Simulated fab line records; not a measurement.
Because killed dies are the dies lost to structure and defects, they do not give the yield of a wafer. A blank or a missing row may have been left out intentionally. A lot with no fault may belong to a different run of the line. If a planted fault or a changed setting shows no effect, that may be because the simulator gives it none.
Matching of chambers | flow nand harc | 4 sister chambers for NHARC_P_STI_ETCH_42 on rie diel-02
The step etches the open film in N2/H2, target depth 80 nm, overetch 24 nm, time 61 s. 14 wafers are shown with their chamber, then 7 later ones without.

## WAFERS, EACH WITH ITS CHAMBER
wafer  | chamber | rf vpp V (V) | oes product au (a.u.) | bias w (W)
L598.1 | 2       | 431.5        | 0.997                 | 150.5
L598.2 | 0       | 430.0        | 0.999                 | 150.0
L598.3 | 1       | 426.4        | 0.997                 | 149.9
L600.1 | 2       | 431.9        | 0.993                 | 150.6
L600.2 | 1       | 427.7        | 0.996                 | 149.5
L600.5 | 0       | 431.7        | 0.993                 | 150.3
L601.2 | 1       | 428.1        | 1.008                 | 150.6
L601.5 | 0       | 430.6        | 1.003                 | 149.8
L601.6 | 3       | 429.5        | 1.008                 | 149.6
L603.1 | 0       | 431.2        | 0.997                 | 150.1
L603.4 | 0       | 431.5        | 0.991                 | 149.7
L603.6 | 3       | 431.0        | 1.007                 | 149.9
L605.3 | 3       | 431.9        | 1.002                 | 150.3
L605.4 | 0       | 431.6        | 1.005                 | 149.5

SIGNATURES (means of the wafers above)
reading        | chamber 0 | chamber 1 | chamber 2 | chamber 3 | scatter within a chamber
rf vpp V       | 431.100   | 427.400   | 431.700   | 430.800   | 0.827
oes product au | 0.99800   | 1.00033   | 0.99500   | 1.00567   | 0.00517
bias w         | 149.900   | 150.000   | 150.550   | 149.933   | 0.359
Rule: a wafer's distance from a chamber is the root of the sum, over the readings, of the square of ((its reading less the chamber's mean) divided by the reading's scatter). If the next closest chamber is less than 2 further off than the closest, the wafer can't be placed; otherwise it belongs to the closest. The scatter: take each reading less its chamber's mean, square it, sum over the shown wafers, divide by the number of wafers less the number of chambers, and take the root.

## WAFERS WITHOUT THEIR CHAMBER
wafer  | rf vpp V (V) | oes product au (a.u.) | bias w (W)
L605.6 | 431.8        | 1.000                 | 149.7
L608.3 | 432.5        | 1.006                 | 150.2
L608.4 | 431.8        | 1.002                 | 150.5
L608.6 | 432.7        | 1.001                 | 149.4
L607.2 | 431.1        | 0.996                 | 150.9
L607.3 | 428.7        | 0.996                 | 150.1
L607.6 | 428.6        | 1.012                 | 150.0

## EACH ONE'S CHAMBER
wafer  | from the rows above          | in truth
L605.6 | can't be placed: 0 or 3 or 2 | 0
L608.3 | can't be placed: 3 or 0 or 2 | 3
L608.4 | can't be placed: 2 or 0 or 3 | 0
L608.6 | can't be placed: 0 or 3 or 2 | 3
L607.2 | can't be placed: 2 or 0      | 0
L607.3 | can't be placed: 1 or 0 or 3 | 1
L607.6 | can't be placed: 1 or 3 or 0 | 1
Placed correctly: 0 of 7. Can't be placed from these rows: 7 (the true chamber is among the candidates in 7). 0 placed wrongly.
